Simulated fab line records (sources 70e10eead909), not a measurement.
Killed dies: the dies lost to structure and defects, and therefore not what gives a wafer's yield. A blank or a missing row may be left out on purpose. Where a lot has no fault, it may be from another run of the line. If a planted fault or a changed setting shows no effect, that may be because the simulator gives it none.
Chamber matching | flow nand-harc | 4 sister chambers for NHARC_A_CHANNEL_FILL_D2_ALD_02 on ald-hk-01
The step deposits SiO2, target thk 6 nm, pulse time 10 s, ald cycles 60. 24 wafers are shown with their chamber, then 12 later ones without.

== WAFERS PAIRED WITH THEIR CHAMBERS ==
wafer  | chamber | heater-power-w (W) | precursor-pulse-height-rel
L077.2 | 2       | 443                | 1.027
L077.3 | 0       | 377                | 0.973
L077.6 | 2       | 442                | 1.011
L078.2 | 1       | 443                | 1.009
L078.4 | 2       | 447                | 0.991
L078.6 | 2       | 438                | 0.987
L078.1 | 0       | 374                | 1.014
L078.3 | 3       | 468                | 0.977
L078.5 | 3       | 478                | 0.980
L080.1 | 1       | 441                | 0.997
L080.3 | 2       | 446                | 1.025
L080.5 | 3       | 478                | 1.020
L082.1 | 3       | 479                | 0.998
L082.4 | 2       | 454                | 1.028
L082.6 | 0       | 383                | 1.046
L083.2 | 1       | 439                | 1.016
L083.4 | 2       | 453                | 1.000
L083.6 | 3       | 481                | 1.010
L085.1 | 2       | 452                | 0.966
L085.2 | 1       | 439                | 0.979
L085.3 | 0       | 390                | 1.009
L085.4 | 3       | 476                | 1.020
L085.5 | 1       | 445                | 1.014
L085.6 | 0       | 387                | 1.019

SIGNATURES (averages over the wafers above)
reading                    | chamber 0 | chamber 1 | chamber 2 | chamber 3 | scatter within a chamber
heater-power-w             | 382.20    | 441.40    | 446.88    | 476.67    | 5.21
precursor-pulse-height-rel | 1.01220   | 1.00300   | 1.00438   | 1.00083   | 0.0212
Rule: a wafer lies at a distance from a chamber equal to the root of the sum of squares, over the readings, of (its reading less the chamber's mean, divided by the reading's scatter). If the next closest chamber is less than 2 further off than the closest, the wafer can't be placed; otherwise it belongs to the closest. The scatter is the square root of a quotient: the sum, over the shown wafers, of each reading's squared deviation from its chamber's mean, divided by wafers minus chambers.

== WAFERS WITH NO CHAMBER GIVEN ==
wafer  | heater-power-w (W) | precursor-pulse-height-rel
L084.2 | 451                | 0.989
L084.3 | 472                | 1.003
L084.5 | 455                | 1.020
L091.3 | 480                | 1.037
L091.4 | 454                | 1.020
L091.6 | 435                | 1.036
L096.1 | 369                | 0.990
L096.2 | 458                | 1.017
L096.6 | 451                | 0.984
L097.2 | 451                | 1.012
L097.3 | 386                | 1.009
L097.6 | 456                | 0.976

== CHAMBER TAKEN BY EACH ==
wafer  | from the rows above          | in truth
L084.2 | can't be placed: 2 or 1      | 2
L084.3 | 3                            | 3
L084.5 | can't be placed: 2 or 1      | 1
L091.3 | 3                            | 3
L091.4 | can't be placed: 2 or 1      | 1
L091.6 | can't be placed: 1 or 2      | 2
L096.1 | 0                            | 0
L096.2 | can't be placed: 2 or 1 or 3 | 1
L096.6 | can't be placed: 2 or 1      | 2
L097.2 | can't be placed: 2 or 1      | 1
L097.3 | 0                            | 0
L097.6 | can't be placed: 2 or 1 or 3 | 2
4 of 12 placed correctly. These rows do not allow placing 8 (true chamber among the candidates in 8). Placed wrongly: 0.
